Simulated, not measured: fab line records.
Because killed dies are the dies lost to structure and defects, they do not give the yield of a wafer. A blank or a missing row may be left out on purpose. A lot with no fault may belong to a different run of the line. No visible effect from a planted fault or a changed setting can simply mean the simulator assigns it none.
fab line records | flow n5Finfet
[record] lots = 6 wafers = 17 lastDay = 17
route steps=1938 shown BEOL_M0_SAQP@659 BEOL_M4@1111 PASSIVATION@1936
lots untouched by any fault: they come from a run of this same line in which no faults occurred
startH: the number of hours between the record's first day and the start of the first shown wafer of the lot | waitH: hours elapsed since this lot's preceding step | " the same as in the row above | L1.1+2: one row covering several wafers at once | - no value, or no start given | * or withheld: withheld | < > ~ a bound
route shown NAME@n: NAME is a module with steps in the file, n the number in the route of the first one | usual: the fault-free wafers' mean and standard deviation | same: alike in all rows | chamber/n: place in a boat | sites: readings site by site | _std_site: their standard deviation | _edge_site: inner sites' mean taken away from outer sites' mean | radiusMm: how far each site lies from the wafer's centre | mask NAME#n: copy n | behind: the tool/chamber that last shaped the wafer | hold: the reason the lot was held/the length of the hold in hours/how it ended | device: names the non-switching transistor (n, p or np) | end of line: the route-end tests of the same wafers | a step without rows: its recipe alone | killed: dies lost to structure and defects at the first sort, not the wafer's yield | map: shows each die of a wafer: x if killed, . if not, _ if none is there
set.NAME: the setting that was run; set.NAME@STEP: the one run at that earlier step | model.NAME: the simulator's own value behind a step, which no gauge read
a table for each step, a row for each wafer; lots at some steps of the route
services: when a tool's chamber went out of use (startH, in hours from the record's first day, below 0 if earlier), for how many hours, and the reason
[[steps]]
[step N5_BEOL_M0_SAQP_STRIP_86]
[recipe] chemistry = N2/H2 powerW = 500 tempC = 40 pressureMtorr = 50 rfFrequencyHz = 6e+07 overashFraction = 0.3 biasPowerW = 28 h2Frac = 0.5 n2FlowSccm = 300 h2FlowSccm = 300
[step N5_BEOL_M0_SAQP_STRIP_115]
[recipe] chemistry = postEtchResidueRemover timeS = 60 tempC = 25 removerPh = withheld removerWaterWtPct = withheld removerFluorideWtPct = withheld
[step N5_BEOL_M0_SAQP_SRD_93]
[recipe] dry = ipaMarangoni timeS = 30 tempC = 23 rinseLiquid = diw
[step N5_BEOL_M0_SAQP_RECESS_114]
[recipe] chemistry = HF/NH3 target = SiO2 targetDepthA = 144 afsCycles = 3 tempC = 30 sublimationTempC = 180 sublimationTimeS = 60
[usual] drypumpMotorCurrentA = 5.7/0.36
// columns lot.wafer tool chamber startH waitH drypumpMotorCurrentA
L702.1 vaporEtch-01 0 125.44 1.2 6.1
L702.2 " 1 " " 5.3
L709.1 vaporEtch-01 0 166.44 0.3 6.1
L709.4 " 1 " " 5.3
L709.5 " 1 " " 5.3
L715.2 vaporEtch-01 1 202.66 0.2 5.3
L715.4 " 1 " " 5.3
L715.6 " 0 " " 6.1
L717.3 vaporEtch-01 0 212.75 0.1 6.1
L717.5 " 0 " " 6.1
L717.6 " 1 " " 5.3
L721.1 vaporEtch-02 0 239.54 0.0 6.0
L721.2 " 1 " " 5.5
L721.3 " 1 " " 5.5
L722.1 vaporEtch-01 0 247.18 0.0 6.1
L722.3 " 1 " " 5.3
L722.5 " 0 " " 6.1
[step N5_BEOL_M0_SAQP_SPACER1_ALD_98]
[recipe] material = SiO2 targetThkA = 128 tempC = 300 aldPrecursorFamily = BDEAS aldCoReactant = O2-plasma pulseTimeS = 1 purgeTimeS = 2 coReactantPurgeTimeS = 2 aldCycles = 138 pressureTorr = 2
[step N5_BEOL_M0_SAQP_SPACER1_ETCHBACK_99]
[recipe] chemistry = CHF3/O2 mode = anisotropicEtchback target = SiO2 targetDepthA = 154 timeS = 7.7 pressureMtorr = 30 sourceW = 650 biasW = 170 Ar_flow_sccm = 200 CHF3_flow_sccm = 50 O2_flow_sccm = 5 ionEnergyEv = 200
[step N5_BEOL_M0_SAQP_MANDREL1_REMOVE_100]
[recipe] chemistry = HBr/Cl2/O2 btTimeS = 10 target = a-Si stopOn = SiNx endpoint = OES-SiCl overEtchFrac = 0.85 icpW = 600 biasW = 30 HBr_flow_sccm = 150 Cl2_flow_sccm = 80 O2_flow_sccm = 5 pressureMtorr = 10
[usual] drypumpMotorCurrentA = 5.7/0.41 oesProductAu = 0.996/0.022 throttleValvePct = 36.8/0.46
// columns lot.wafer tool chamber startH waitH drypumpMotorCurrentA oesProductAu rfHoursCounterH throttleValvePct
L702.1 rieSi-02 1 126.39 0.1 5.2 0.984 86 36.9
L702.2 " 2 " " 6.3 0.981 35 37.3
L709.1 rieSi-02 3 167.39 0.1 5.8 0.960 46 36.0
L709.4 " 2 " " 6.3 0.977 - 37.3
L709.5 " 1 " " 5.2 0.983 - 36.9
L715.2 rieSi-03 2 203.60 0.1 5.2 0.990 167 36.2
L715.4 " 3 " " 5.6 1.009 2 37.3
L715.6 " 0 " " 6.0 1.026 - 36.9
L717.3 rieSi-03 2 213.77 0.1 5.2 0.992 168 36.2
L717.5 " 3 " " 5.6 1.012 - 37.3
L717.6 " 1 " " 5.6 0.980 - 36.3
L721.1 rieSi-02 0 240.49 0.1 6.1 0.986 1 36.9
L721.2 " 2 " " 6.4 0.973 38 37.3
L721.3 " 1 " " 5.2 0.982 88 36.9
L722.1 rieSi-06 2 248.18 0.1 5.6 1.000 65 36.8
L722.3 " 3 " " 4.9 1.039 88 37.2
L722.5 " 2 " " 5.6 0.998 - 36.9
[step N5_BEOL_M0_SAQP_CD_MEAS_25]
[recipe] targetCdNm = 13.1 landingEnergyEv = 1000 detector = seInlens
[usual] cdNm = 12.84/0.23
// columns lot.wafer tool chamber startH waitH cdNm
L702.1 cdSem-01 0 126.50 0.1 12.39
L702.2 " 0 " " 12.87
L709.1 cdSem-03 0 167.49 0.1 12.58
L709.4 " 0 " " 12.56
L709.5 " 0 " " 12.41
L715.2 cdSem-01 0 203.72 0.1 12.87
L715.4 " 0 " " 12.83
L715.6 " 0 " " 12.75
L717.3 cdSem-01 0 213.88 0.1 12.92
L717.5 " 0 " " 12.91
L717.6 " 0 " " 12.95
L721.1 cdSem-02 0 240.60 0.1 12.66
L721.2 " 0 " " 12.96
L721.3 " 0 " " 12.52
L722.1 cdSem-02 0 248.29 0.1 12.97
L722.3 " 0 " " 13.18
L722.5 " 0 " " 13.16
[step N5_BEOL_M0_SAQP_ETCH_101]
[recipe] chemistry = CH3F/O2 target = SiNx maskMaterial = SiO2 targetDepthA = 299 timeS = 42.7 pressureMtorr = 30 sourceW = 395 biasW = 73 Ar_flow_sccm = 150 CH3F_flow_sccm = 30 O2_flow_sccm = 20 ionEnergyEv = 120
[usual] drypumpMotorCurrentA = 5.5/0.55 mfcArSccm = 150.1/0.44 oesProductAu = 0.78/0.081 rfVppV = 292/5.7 showerheadPlenumPTorr = 1.99/0.088 throttleValvePct = 16.47/0.25
// columns lot.wafer tool chamber startH waitH drypumpMotorCurrentA mfcArSccm oesProductAu rfHoursCounterH rfVppV showerheadPlenumPTorr throttleValvePct
L702.1 rieDiel-03 0 126.54 0.0 5.9 150.8 0.69 196 288 2.08 16.35
L702.2 " 1 " " 5.0 149.9 0.94 10 288 2.13 16.01
L709.1 rieDiel-02 1 167.58 0.1 5.4 149.5 0.69 228 285 1.98 16.86
L709.4 " 2 " " 5.6 149.7 0.84 - 288 1.94 16.31
L709.5 " 1 " " 5.5 150.2 0.70 - 284 1.98 16.85
L715.2 rieDiel-02 3 203.85 0.1 6.0 150.2 0.95 8 303 2.08 16.18
L715.4 " 2 " " 5.6 149.5 0.83 82 287 1.94 16.32
L715.6 " 2 " " 5.6 149.9 0.82 - 286 1.94 16.32
L717.3 rieDiel-06 1 214.18 0.3 5.4 149.6 0.80 107 290 2.11 16.29
L717.5 " 0 " " 6.2 150.4 0.71 - 301 1.89 16.83
L717.6 " 1 " " 5.4 149.5 0.80 - 290 2.11 16.30
L721.1 rieDiel-02 2 240.64 0.0 5.6 149.9 0.81 93 285 1.93 16.33
L721.2 " 1 " " 5.5 150.1 0.68 249 284 1.97 16.90
L721.3 " 0 " " 5.7 150.1 0.73 158 296 1.85 16.68
L722.1 rieDiel-03 3 248.32 0.0 6.5 150.3 0.66 260 285 1.87 16.43
L722.3 " 1 " " 5.1 150.0 0.84 55 289 2.12 16.09
L722.5 " 1 " " 5.0 151.0 0.83 - 289 2.12 16.08
[step N5_BEOL_M0_SAQP_ETCH_102]
[recipe] chemistry = CF4 target = SiO2 targetDepthA = 40 ionEnergyEv = 350 timeS = 4.4 pressureMtorr = 10 icpW = 800 biasW = 400 cf4FlowSccm = 80
[usual] drypumpMotorCurrentA = 5.8/0.44 oesProductAu = 0.992/0.029 throttleValvePct = 21.87/0.21
// columns lot.wafer tool chamber startH waitH drypumpMotorCurrentA oesProductAu rfHoursCounterH throttleValvePct
L702.1 rieSi-06 2 126.64 0.1 5.6 1.036 63 21.90
L702.2 " 0 " " 6.2 0.992 142 21.78
L709.1 rieSi-06 2 167.68 0.1 5.6 1.019 64 21.90
L709.4 " 3 " " 4.9 1.032 86 22.23
L709.5 " 0 " " 6.2 0.996 - 21.79
L715.2 rieSi-02 0 203.95 0.1 6.2 0.982 0 21.91
L715.4 " 2 " " 6.4 0.960 37 21.96
L715.6 " 3 " " 5.8 0.944 - 21.58
L717.3 rieSi-02 3 214.28 0.1 5.8 0.947 47 21.59
L717.5 " 2 " " 6.3 0.966 - 21.95
L717.6 " 1 " " 5.2 0.995 - 21.79
L721.1 rieSi-06 1 240.74 0.1 6.1 1.029 74 22.01
L721.2 " 2 " " 5.6 1.032 65 21.91
L721.3 " 3 " " 4.9 1.034 88 22.22
L722.1 rieSi-02 2 248.43 0.1 6.3 0.962 38 21.96
L722.3 " 1 " " 5.3 0.985 88 21.79
L722.5 " 3 " " 5.8 0.946 - 21.57
[step N5_BEOL_M0_SAQP_MANDREL_ETCH_103]
[recipe] chemistry = HBr/Cl2 target = a-Si targetDepthA = 450 btTimeS = 10 stopOn = SiCN maskMaterial = SiO2 overEtchFrac = 0.8 timeS = 27 pressureMtorr = 10 icpW = 800 biasW = 75 HBr_flow_sccm = 150 Cl2_flow_sccm = 80 ends = endPoint
[usual] drypumpMotorCurrentA = 5.8/0.44 oesProductAu = 0.674/0.015 throttleValvePct = 35.6/0.44
// columns lot.wafer tool chamber startH waitH drypumpMotorCurrentA oesProductAu rfHoursCounterH throttleValvePct
L702.1 rieSi-06 2 126.68 0.0 5.6 0.669 63 35.6
L702.2 " 0 " " 6.2 0.671 142 35.6
L709.1 rieSi-06 2 167.72 0.0 5.6 0.686 64 35.6
L709.4 " 3 " " 4.9 0.710 86 35.9
L709.5 " 0 " " 6.2 0.673 - 35.6
L715.2 rieSi-02 0 203.98 0.0 6.2 0.665 0 35.6
L715.4 " 2 " " 6.3 0.672 37 36.0
L715.6 " 3 " " 5.9 0.659 - 34.7
L717.3 rieSi-02 3 214.32 0.0 5.8 0.662 47 34.7
L717.5 " 2 " " 6.3 0.674 - 36.0
L717.6 " 1 " " 5.2 0.670 - 35.6
L721.1 rieSi-06 1 240.77 0.0 6.1 0.670 74 36.1
L721.2 " 2 " " 5.6 0.658 65 35.6
L721.3 " 3 " " 4.9 0.701 88 36.0
L722.1 rieSi-02 2 248.46 0.0 6.4 0.670 38 36.0
L722.3 " 1 " " 5.2 0.648 88 35.6
L722.5 " 3 " " 5.9 0.665 - 34.7
[step N5_BEOL_M0_SAQP_RECESS_104]
[recipe] chemistry = HF/NH3 target = SiO2 targetDepthA = 180 afsCycles = 3 tempC = 30 sublimationTempC = 180 sublimationTimeS = 60
[step N5_BEOL_M0_SAQP_COAT_105]
[recipe] resist = SOC tempC = 250 timeS = 60 spinRpm = 1500 resistThkNm = 100
[usual] exhaustPa = 44.9/0.97 spinSpeedRpm = 1500.1/1.1
// columns lot.wafer tool chamber startH waitH exhaustPa spinSpeedRpm model.SOC_of_BEOL_M0_SAQP_COAT_105.thkNm
L702.1 lithoTrack-03 0 127.14 0.3 45.8 1500.4 100.4
L702.2 " 0 " " 44.2 1500.3 100.2
L709.1 lithoTrack-02 0 168.19 0.3 43.6 1499.9 99.8
L709.4 " 0 " " 43.4 1499.3 99.8
L709.5 " 0 " " 44.9 1500.6 99.6
L715.2 lithoTrack-03 0 204.45 0.3 45.0 1664.7 95
L715.4 " 0 " " 42.5 1663.4 94.8
L715.6 " 0 " " 45.0 1662.7 94.8
L717.3 lithoTrack-03 0 214.79 0.2 45.2 1664.1 94.4
L717.5 " 0 " " 45.4 1664.0 94.6
L717.6 " 0 " " 43.5 1663.6 94.6
L721.1 lithoTrack-02 0 241.24 0.3 44.8 1500.1 100.2
L721.2 " 0 " " 45.2 1500.3 100
L721.3 " 0 " " 46.5 1499.8 100
L722.1 lithoTrack-04 0 248.93 0.3 43.5 1501.1 100
L722.3 " 0 " " 44.2 1501.2 99.8
L722.5 " 0 " " 44.4 1500.4 99.8
[step N5_BEOL_M0_SAQP_ETCH_106]
[recipe] chemistry = N2/H2 target = SOC targetDepthA = 1500 stopOn = SiNx ionEnergyEv = 100 biasW = 61 pressureMtorr = 30 sourceW = 850 n2FlowSccm = 200 h2FlowSccm = 200
[step N5_BEOL_M0_SAQP_ETCH_107]
[recipe] chemistry = CH3F/O2 target = SiNx targetDepthA = 300 maskMaterial = SOC pressureMtorr = 30 sourceW = 395 biasW = 73 Ar_flow_sccm = 150 CH3F_flow_sccm = 30 O2_flow_sccm = 20 ionEnergyEv = 120
[usual] drypumpMotorCurrentA = 5.5/0.53 mfcArSccm = 150.0/0.45 oesProductAu = 0.78/0.086 rfVppV = 292/5.8 showerheadPlenumPTorr = 1.99/0.089 throttleValvePct = 16.45/0.25
// columns lot.wafer tool chamber startH waitH drypumpMotorCurrentA mfcArSccm oesProductAu rfHoursCounterH rfVppV showerheadPlenumPTorr throttleValvePct model.SOC_of_BEOL_M0_SAQP_COAT_105.thkNm
L702.1 rieDiel-02 3 127.49 0.0 6.0 150.5 0.67 240 302 2.08 16.64 21
L702.2 " 1 " " 5.5 150.0 0.70 214 285 1.98 16.83 15.4
L709.1 rieDiel-06 3 168.34 0.0 4.7 150.8 0.84 90 293 2.00 16.31 9
L709.4 " 1 " " 5.4 149.8 0.81 - 290 2.12 16.27 9.6
L709.5 " 3 " " 4.7 150.7 0.84 - 293 2.00 16.30 9
L715.2 rieDiel-03 3 204.57 0.0 6.4 149.3 0.68 243 285 1.87 16.42 11.8
L715.4 " 3 " " 6.5 149.9 0.68 - 283 1.87 16.43 11.8
L715.6 " 1 " " 5.0 149.8 0.87 - 288 2.12 16.06 9.2
L717.3 rieDiel-06 0 214.91 0.0 6.2 149.0 0.70 229 301 1.89 16.82 8.2
L717.5 " 2 " " 4.7 149.8 0.69 - 289 1.98 16.74 12.6
L717.6 " 3 " " 4.7 150.0 0.82 - 293 1.99 16.33 5
L721.1 rieDiel-02 0 241.36 0.0 5.7 149.7 0.73 158 297 1.85 16.68 14.8
L721.2 " 3 " " 6.0 149.3 0.93 19 302 2.07 16.18 18.2
L721.3 " 1 " " 5.4 149.7 0.68 249 285 1.97 16.89 16.8
L722.1 rieDiel-02 0 249.06 0.0 5.7 150.1 0.72 161 298 1.84 16.69 14
L722.3 " 2 " " 5.6 150.2 0.81 96 286 1.93 16.34 14.2
L722.5 " 3 " " 6.0 149.8 0.92 - 301 2.07 16.20 17
[step N5_BEOL_M0_SAQP_STRIP_108]
[recipe] chemistry = N2/H2 powerW = 500 tempC = 40 pressureMtorr = 50 rfFrequencyHz = 6e+07 overashFraction = 0.3 biasPowerW = 28 h2Frac = 0.5 n2FlowSccm = 300 h2FlowSccm = 300
[step N5_BEOL_M4_RC_MEAS_101]
[usual] DIBL_N = 36.0/1.9 DIBL_P = 35.6/2.4 IOFF_N = 0.16/0.036 IOFF_P = 0.21/0.04 ION_N = 673/14 ION_P = 460/8.9 SS_N = 71.5/0.67 SS_P = 73.2/0.73 VT_N = 249/3.6 VT_P = -250/3.7
// columns lot.wafer tool chamber startH waitH DIBL_N[mV/V] DIBL_P[mV/V] IOFF_N[nA/um] IOFF_P[nA/um] ION_N[uA/um] ION_P[uA/um] SS_N[mV/dec] SS_P[mV/dec] VT_N[mV] VT_P[mV]
L702.1 prober-02 0 188.83 0.0 38.6 37.7 0.19 0.27 685 474 71.8 73.7 247 -245
L702.2 " 0 " " 40.2 40.2 0.23 0.32 692 470 71.6 74.5 244 -242
L709.1 prober-01 0 221.62 0.0 36.1 36.6 0.17 0.21 684 473 71.1 73.4 249 -250
L709.4 " 0 " " 34.8 32.8 0.13 0.15 640 442 71.3 72.5 253 -255
L709.5 " 0 " " 34.0 33.2 0.13 0.17 673 471 70.6 72.1 253 -252
L715.2 prober-02 0 263.46 0.2 38.3 37.8 0.20 0.26 700 477 71.8 73.7 246 -246
L715.4 " 0 " " 35.4 33.4 0.13 0.17 653 449 71.1 73.3 253 -255
L715.6 " 0 " " 34.2 32.0 0.12 0.16 663 458 71.1 72.7 254 -253
L717.3 prober-02 0 281.68 0.3 39.8 41.1 0.30 0.33 706 480 72.0 74.4 242 -242
L717.5 " 0 " " 40.8 42.4 0.30 0.37 708 474 73.0 75.8 241 -242
L717.6 " 0 " " 33.8 33.6 0.14 0.19 673 464 71.3 73.3 251 -250
L721.1 prober-02 0 295.32 0.0 35.4 34.4 0.13 0.17 665 453 70.9 73.5 251 -258
L721.2 " 0 " " 36.1 33.8 0.15 0.16 679 454 71.1 73.4 249 -256
L721.3 " 0 " " 39.4 37.8 0.21 0.21 674 450 71.9 74.6 245 -250
L722.1 prober-02 0 310.68 0.0 34.0 34.4 0.13 0.17 649 448 71.5 72.5 251 -253
L722.3 " 0 " " 36.0 36.3 0.16 0.20 671 458 72.0 73.4 252 -252
L722.5 " 0 " " 36.9 38.4 0.19 0.22 675 455 72.1 73.6 245 -251
[step N5_PASSIVATION_PROBE_49]
[usual] defectLimitedYield = 91.2/1.4 killed_at_M0_to_M3 = 32/9.3 killed_at_M4_up = 14/4.9 killedAtContacts = 15/7.5 killedAtFrontEnd = 40/11 killedAtOther = 4/3.3 killedDies = 104/17 killedOpen = 68/14 killedShort = 33/7.9 sort_bin_4_leakage = 0/0 sort_bin_5_function = 5.2/0.99 sort_bin_6_memory = 3.2/0.65 sort_bin_8_speed = 0.03/0.19 sortNPass = 1076/17 sortYieldPct = 91.1/1.5
[same] grossDies = 1180 killedAtBackSide = 0
// columns lot.wafer tool chamber startH waitH defectLimitedYield[%] killed_at_M0_to_M3 killed_at_M4_up killedAtContacts killedAtFrontEnd killedAtOther killedDies killedOpen killedShort sort_bin_4_leakage[%] sort_bin_5_function[%] sort_bin_6_memory[%] sort_bin_8_speed[%] sortNPass sortYieldPct[%]
L721.1 prober-01 - 393.53 0.0 93.5 34 14 4 24 1 77 56 20 0 4.0 2.5 0 1103 93.5
L721.2 prober-01 - 393.58 0.1 93.6 29 20 6 21 0 76 51 25 0 2.7 3.4 0 1104 93.6
L721.3 prober-01 - 393.63 0.1 92.5 33 15 15 24 2 89 61 28 0 4.4 2.9 0 1091 92.5
// killed by level:class
L721.1 BEOL_M1:geometricParticle:open=7 BEOL_M2:geometricParticle:open=7 BEOL_M4:geometricParticle:open=6 STI_FIN_REVEAL:geometricParticle:open=6 MOL_CONTACT_COAG:geometricParticle:open=4 BEOL_M0_SAQP:geometricParticle:open=4 BEOL_M0:geometricParticle:open=4 BEOL_M5:geometricParticle:open=4
L721.2 BEOL_M4:geometricParticle:open=9 BEOL_M0_SAQP:geometricParticle:open=7 BEOL_M1:geometricParticle:open=7 DUMMY_GATE:geometricParticle:open=5 STI_FIN_REVEAL:geometricParticle:open=4 MOL_CONTACT_COAG:geometricParticle:short=4 BEOL_M0_SAQP:geometricParticle:short=4 BEOL_M5:geometricParticle:open=4
L721.3 STI_FIN_REVEAL:geometricParticle:open=11 MOL_CONTACT_COAG:geometricParticle:open=10 BEOL_M1:geometricParticle:open=8 BEOL_M0_SAQP:geometricParticle:short=7 BEOL_M4:geometricParticle:open=6 MOL_CONTACT_COAG:geometricParticle:short=5 BEOL_M0_SAQP:geometricParticle:open=5 BEOL_M5:geometricParticle:open=5
[[services]]
// columns tool chamber startH hours kind
rieDiel-03 0 115.96 8.9 repair
rieSi-03 - 126.25 0.8 repair
vaporEtch-01 0 149.91 6.6 repair
rieDiel-02 3 159.07 - clean
rieDiel-02 3 159.07 - consumableReplace:focusRing
rieDiel-02 3 159.07 16.3 scheduledDown
rieDiel-02 3 159.07 16.3 ventCycle
rieSi-02 0 160.57 - clean
rieSi-02 0 160.57 24.8 scheduledDown
rieSi-02 0 160.57 24.8 ventCycle
rieDiel-06 0 163.38 9.6 repair
vaporEtch-01 - 177.72 0.4 repair
rieSi-03 0 213.45 - clean
rieSi-03 0 213.45 19.0 scheduledDown
rieSi-03 0 213.45 19.0 ventCycle
rieSi-06 0 242.92 5.8 repair
rieDiel-02 1 245.26 - clean
rieDiel-02 1 245.26 - consumableReplace:focusRing
rieDiel-02 1 245.26 17.8 scheduledDown
rieDiel-02 1 245.26 17.8 ventCycle
rieSi-03 - 246.01 4.3 pm
vaporEtch-02 - 246.46 2.8 pm
[[key]]
[firstSign] step = N5_BEOL_M0_SAQP_COAT_105 reading = spinSpeedRpm direction = up sigmas = 99+ usual = * struck = *
effect none on later readings
[modelEffect] step = N5_BEOL_M0_SAQP_COAT_105 value = SOC_of_BEOL_M0_SAQP_COAT_105.thkNm without = 99.7 struck = 94.7
[modelEffect] step = N5_BEOL_M0_SAQP_ETCH_107 value = SOC_of_BEOL_M0_SAQP_COAT_105.thkNm without = 14.8 struck = 9.767
metAt N5_BEOL_M0_SAQP_COAT_105
struckWafers L715.2,L715.4,L715.6,L717.3,L717.5,L717.6
[baselineLoss] step = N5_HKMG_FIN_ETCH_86 wafers = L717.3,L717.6
onsetBetween 127.14 204.45
[fault] kind = processParameterDrift tool = lithoTrack-03 chamber = - onsetH = 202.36 steps = N5_BEOL_M0_SAQP_COAT_105 channel = spinRpm offset = * shape = step endH = 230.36 actsIn = * stated = *
// baselineLoss: these wafers lose ten dies or more at that step, a loss of the line's own and not of a fault; the sort's usual values leave them out
